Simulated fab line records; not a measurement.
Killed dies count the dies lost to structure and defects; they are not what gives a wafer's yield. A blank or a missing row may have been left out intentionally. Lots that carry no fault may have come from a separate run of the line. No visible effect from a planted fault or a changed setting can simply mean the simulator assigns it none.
A lot that was struck, set against a sound lot | flow n5 finfet | 14 out of 1938 route steps
Sound: these wafers, L950.1, L950.2, L950.5. The struck wafers were L952.2, L952.4, L952.6. At the end, the cause is stated.
At each step with rows: each side's tool, then ch and its chambers, then its first start. Under that, the readings that differ: sound wafers | struck wafers | difference of the means | sigmas: that difference in standard deviations of wafers without a fault.
alike: words and numbers the same on both sides, and readings whose means are apart by under 2 such deviations; not compared: readings that were withheld, readings missing a value for some wafer, numbers with overlapping values and no deviation given by the record, and bounds like >300 which may hide the same value.
The two part at a step that has a row with sigmas, a row that says differs or no value, or rows on one side only. Non-overlapping numbers with no deviation appear without sigmas and do not part them. A reading that every wafer of one side lacks parts them only if that side has two wafers or more.

N5_BEOL_M5_ILD_DEP_00: deposits SiCOH lowk from DEMS/porogen, target thk 140.64 nm, time 25.9 s.
  sound on pecvd-01 ch 0,1,2, day 9 15:11; struck on pecvd-04 ch 0,1,2, day 9 23:59
  alike: heater power w, showerhead plenum p Torr, showerhead vpp V, throttle valve pct
N5_BEOL_M5_CURE_79: cures SiCOH lowk, time 240 s.
  sound on uv cure-03 ch 0, day 9 15:14; struck on uv cure-01 ch 1, day 10 00:07
  alike: lamp power pct, wafer_temp_C_max
N5_BEOL_M5_THK_MEAS_01:
  sound on film metro-01 at day 9 15:45; struck on film metro-01 at day 10 00:33
  alike: M5_ILD_THK
N5_BEOL_M5_PECVD_70: deposits SiO2 from TEOS/O2, target thk 16 nm, time 18 s.
  sound on pecvd-01 ch 0,2, day 9 15:47; struck on pecvd-04 ch 0,1,2, day 10 00:37
  alike: heater power w, showerhead plenum p Torr, showerhead vpp V, throttle valve pct
N5_BEOL_M5_HM_DEP_02: deposits TiN, target thk 20 nm.
  sound on pvd sputter-01 at day 9 18:03; struck on pvd sputter-02 at day 10 01:59
  alike: chamber pressure pa, substrate temp c, throttle valve pct
then, 7 steps without rows for these wafers: N5_BEOL_M5_COAT_59 (time 60 s, resist thk 60 nm); N5_BEOL_M5_COAT_60 (time 60 s, resist thk 12 nm); N5_BEOL_M5_COAT_71 (time 60 s, resist thk 5 nm); N5_BEOL_M5_COAT_05 (resist thk 30 nm); N5_BEOL_M5_EBR_07; N5_BEOL_M5_SOFTBAKE_06 (time 60 s); N5_BEOL_M5_EXPOSE_08 (exposes mask M5, target cd 28 nm).
N5_BEOL_M5_PEB_09: peb time 60 s.
  sound on litho track-03 ch 0, day 9 18:22; struck on litho track-01, day 10 02:19
  no value came back on the struck wafers for chill plate temp C (C), exhaust pa (Pa), heater power total W (W); on the sound wafers chill plate temp C (C) reads 23.17 23.07 22.95
then, 1 step without rows for these wafers: N5_BEOL_M5_DEVELOP_10 (develop time 30 s).

== WHERE THEY PART ==
N5_BEOL_M5_PEB_09 only, going by this record.

WHY: what had been put in by the simulator
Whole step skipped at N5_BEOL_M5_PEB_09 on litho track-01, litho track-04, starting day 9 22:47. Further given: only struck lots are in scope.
